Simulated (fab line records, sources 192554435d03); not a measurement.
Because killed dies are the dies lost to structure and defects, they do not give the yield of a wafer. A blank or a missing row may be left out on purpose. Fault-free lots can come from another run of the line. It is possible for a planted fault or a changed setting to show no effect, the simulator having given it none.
Split-lot experiment -- flow n5-finfet -- on a route of 1938 steps: 7 lots, 39 wafers read

== THE SPLIT ITSELF ==
At N5_SD_EPI_N_EPI_21 (deposits Si:P, time 690 s), the setting time-s was moved away from the recipe's 690 s on 12 of the 39 wafers read, by -35.7% to +19.8%. This setting was run at the recipe's value on the other wafers.

== FROM THE SPLIT TO THE READING: what the file shows between them, 5 steps ==
- N5_SD_EPI_N_EPI_MEAS_23
- N5_SD_EPI_N_PRECLEAN_24: cleans in O3/DIW, time 60 s
- N5_SD_EPI_N_SRD_25: time 30 s
- N5_SD_ACTIVATION_RTA_00: time 0 s
- N5_SD_ACTIVATION_LSA_01: time 0.0008 s

== THE READING ==
RS_SD_N (ohm/sq), read at N5_SD_ACTIVATION_RS_MEAS_03 with a four-point probe. A value of 21.85 ohm/sq with a standard deviation of 0.3 ohm/sq is what fault-free wafers of this fab line usually give.

wafer,"tool, chamber at the split","time-s as run, s",against the recipe,"RS_SD_N, ohm/sq",against lot-mates on the recipe
L074.1,"epi-rpcvd-03, 0",444.8,-35.5%,32.10,+9.76
L074.2,"epi-rpcvd-03, 0",444.8,-35.5%,32.20,+9.86
L074.3,"epi-rpcvd-03, 0",690,recipe,22.35,-
L074.4,"epi-rpcvd-03, 0",444.8,-35.5%,32.56,+10.22
L074.5,"epi-rpcvd-03, 0",690,recipe,22.50,-
L074.6,"epi-rpcvd-03, 0",690,recipe,22.16,-
L075.1,"epi-rpcvd-02, 0",690,recipe,21.34,-
L075.2,"epi-rpcvd-02, 0",690,recipe,21.55,-
L075.3,"epi-rpcvd-02, 0",690,recipe,21.55,-
L075.4,"epi-rpcvd-02, 0",690,recipe,21.28,-
L075.5,"epi-rpcvd-02, 0",690,recipe,21.47,-
L075.6,"epi-rpcvd-02, 0",690,recipe,21.40,-
L080.1,"epi-rpcvd-02, 0",690,recipe,21.97,-
L080.2,"epi-rpcvd-02, 0",690,recipe,21.98,-
L080.3,"epi-rpcvd-02, 0",690,recipe,21.58,-
L080.4,"epi-rpcvd-02, 0",690,recipe,21.93,-
L080.5,"epi-rpcvd-02, 0",690,recipe,21.65,-
L080.6,"epi-rpcvd-02, 0",690,recipe,21.62,-
L082.1,"epi-rpcvd-02, 0",690,recipe,22.01,-
L082.2,"epi-rpcvd-02, 0",690,recipe,21.86,-
L082.3,"epi-rpcvd-02, 0",690,recipe,21.79,-
L082.4,"epi-rpcvd-02, 0",537.2,-22.1%,25.99,+4.10
L082.5,"epi-rpcvd-02, 0",537.2,-22.1%,25.76,+3.87
L082.6,"epi-rpcvd-02, 0",537.2,-22.1%,25.78,+3.89
L086.2,"epi-rpcvd-01, 0",690,recipe,21.53,-
L086.3,"epi-rpcvd-01, 0",690,recipe,21.50,-
L086.4,"epi-rpcvd-01, 0",690,recipe,21.54,-
L089.1,"epi-rpcvd-03, 0",690,recipe,22.13,-
L089.2,"epi-rpcvd-03, 0",443.5,-35.7%,32.36,+10.23
L089.3,"epi-rpcvd-03, 0",690,recipe,22.29,-
L089.4,"epi-rpcvd-03, 0",443.5,-35.7%,31.97,+9.84
L089.5,"epi-rpcvd-03, 0",443.5,-35.7%,31.77,+9.64
L089.6,"epi-rpcvd-03, 0",690,recipe,21.97,-
L090.1,"epi-rpcvd-01, 0",690,recipe,22.08,-
L090.2,"epi-rpcvd-01, 0",690,recipe,21.83,-
L090.3,"epi-rpcvd-01, 0",690,recipe,21.89,-
L090.4,"epi-rpcvd-01, 0",826.7,+19.8%,19.38,-2.55
L090.5,"epi-rpcvd-01, 0",826.7,+19.8%,19.16,-2.77
L090.6,"epi-rpcvd-01, 0",826.7,+19.8%,19.39,-2.54

FIT RESULTS
A straight line over all 39 wafers: RS_SD_N changes by -0.25 ohm/sq for each +1% of time-s; r = -0.97; the points scatter about the line by 1 ohm/sq.
The same after taking each lot's own level away (the mean of its wafers on the recipe; 39 wafers): -0.242 ohm/sq for each +1%; r = -0.97; scatter 0.88 ohm/sq.
Per that fit: largest time-s move, reading shift of 8.6 ohm/sq.
The span of the lots' own levels, 21.432 to 22.337 ohm/sq, comes to 3.0 times the standard deviation stated above.
So the lot-to-lot level changes the slope little: the two slopes agree.
Check: +8.71 ohm/sq against its lot-mates is what the line predicts for one of the wafers moved furthest among these (-35.7%) when that wafer is left out of the fit. It came out at +10.2 ohm/sq against them.

== THE OTHER SPLITS THESE WAFERS WENT THROUGH ==
Before the reading, these wafers also passed through other splits. Each is held against what the fit with the lots' levels taken away leaves over:
other split on the same wafers,wafers away from the commonest value,r with RS_SD_N (lot level and that fit taken away)
N5_ZERO_LAYER_DEVELOP_10 develop-time-s,15,+0.03
N5_STI_FIN_REVEAL_ETCHBACK_08 time-s,12,-0.29

== THE WHOLE CHAIN: every reading that the file lists as answering this split, in the file's order ==
step,what it does,reading,change (the file's fit),r (the file's)
N5_SD_EPI_N_EPI_21,"deposits Si:P, time 690 s","Si-P_of_SD_EPI_N_EPI_21.thk-nm (the simulator's own value, which no gauge read)",+0.475 nm for each +1% of the setting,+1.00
N5_SD_EPI_N_EPI_MEAS_23,,thk-nm,withheld for each +1% of the setting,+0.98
N5_SD_ACTIVATION_RS_MEAS_03,measures by four-point-probe,RS_SD_N,-0.247 for each +1% of the setting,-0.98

== THE FILE'S OWN FIT ==
RS_SD_N changes by -0.247 ohm/sq for each +1% of time-s, r = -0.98.
